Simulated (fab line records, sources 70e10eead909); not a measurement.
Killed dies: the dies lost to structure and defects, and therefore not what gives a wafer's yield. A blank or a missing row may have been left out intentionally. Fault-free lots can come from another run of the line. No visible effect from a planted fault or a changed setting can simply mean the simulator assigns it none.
Problem report in the 8D (eight disciplines) form, filled by code :: flow nandHarc :: the parts of the form that need people (team, actions taken, sign-off) are left out

1. PROBLEM STATEMENT
A mean of 677 is read at NHARC_END_SORT_01 for killedDies, taken on 1 wafer of 1 lot, against 52 (standard deviation 18) on wafers free of any fault. That puts it +35 standard deviations away from the usual mean.
First observed at day 27 11:43: wafer L821.6, on prober-02. The record holds 3 wafers of 1 lot with a number at this step. Rule for "out" (also "out of limits"): further than 4 standard deviations from the usual mean. The other wafers with a number count as sound.

2. WHAT IT IS, AND WHAT IT ISN'T
question: which readings at this step
is: killedDies, killedAtArray
is not: killedAtOther, killedAtPeriphery, killedOpen, killedShort

question: which lots
is: L821
is not: -

question: which wafers of those lots
is: L821.6
is not: L821.3, L821.4

question: read on which gauges
is: prober-02
is not: -

question: when
is: from day 27 11:43
is not: up to then (2 sound wafers)

3. THE SUSPECTS, EACH WITH WHAT RULES IT OUT
Counting: a tool at a process step up to the reading stays a suspect if it ran every lot that is out. Sound lots after the first of them don't rule it out here, since some wafers of a struck lot are sound.
- the gauge at NHARC_END_SORT_01: ruled out. All the wafers that are out were read on prober-02, but those of them that NHARC_A_BLC_ETCH_17 has rows for are out there too, on other tools.
- rieDiel-10 at NHARC_A_BLC_DESCUM_15 (chemistry O2, time 3 s): kept. It ran the lot that is out, L821 (day 25 08:20).
- rieDiel-10 at NHARC_A_BLC_ETCH_17 (etches the open film in N2/H2, target depth 390 nm, time 609.38 s): kept. It ran the lot that is out, L821 (day 25 08:30). Out on those wafers are its own readings of runLengthS.
- cvdW-01 at NHARC_A_BLC_CVD_24 (deposits W, target thk 150 nm, time 434 s): kept. It ran the lot that is out, L821 (day 27 09:18). With no start given for some of its lots, NHARC_A_BLC_CVD_24 uses the hours and lot order of NHARC_END_SORT_01.
- In rieDiel-10 at NHARC_A_BLC_DESCUM_15, the wafers that are out were processed in chamber 2 and their sound lot-mates in chambers 0, 3.
- In rieDiel-10 at NHARC_A_BLC_ETCH_17, the wafers that are out were processed in chamber 0 and their sound lot-mates in chambers 1, 3.
The count leaves rieDiel-10 at NHARC_A_BLC_DESCUM_15, rieDiel-10 at NHARC_A_BLC_ETCH_17, and cvdW-01 at NHARC_A_BLC_CVD_24.

4. THE CAUSE (what the simulator had put in)
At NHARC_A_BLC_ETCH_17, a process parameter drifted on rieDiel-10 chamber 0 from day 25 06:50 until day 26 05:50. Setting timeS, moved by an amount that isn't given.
Counting left 3 suspects, and this tool is among them.

5. SEQUENCE OF EFFECTS, ordered by route
Each row: a reading where the mean over the struck wafers with a number is more than 3 standard deviations away from the usual. Readings are gone through only where the record gives a usual standard deviation; hours: the median, over the lots, of the time from a lot's start at the first step in this table giving one to that lot's start at this step; sigmas: the change measured in usual standard deviations.
hours: 0
step: NHARC_A_BLC_ETCH_17
reading: runLengthS
usual: 630.9 s
on struck wafers: 396.7
change: -234.2
sigmas: -99 or more

hours: 51
step: NHARC_END_SORT_01
reading: killedAtArray
usual: 47
on struck wafers: 668
change: +621
sigmas: +34

hours: 51
step: NHARC_END_SORT_01
reading: killedDies
usual: 52
on struck wafers: 677
change: +625
sigmas: +35
It contains these process steps:
- NHARC_A_BLC_ETCH_17: etches the open film in N2/H2, target depth 390 nm, time 609.38 s.

6. WHAT WOULD HAVE CAUGHT IT SOONER
In this record the first reading out of limits at a measuring or inspecting step was taken at day 27 11:43, 53 hours after the fault began at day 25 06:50.
The tool's own readings at NHARC_A_BLC_ETCH_17 were out on every struck wafer that the step has a row for (runLengthS): an alarm limit on them would have fired on the first of those.
The start of NHARC_A_BLC_ETCH_17 on rieDiel-10 came by day 27 11:43 for every one of the lots that are out (1). None of them would have been spared by holding the tool at that moment.
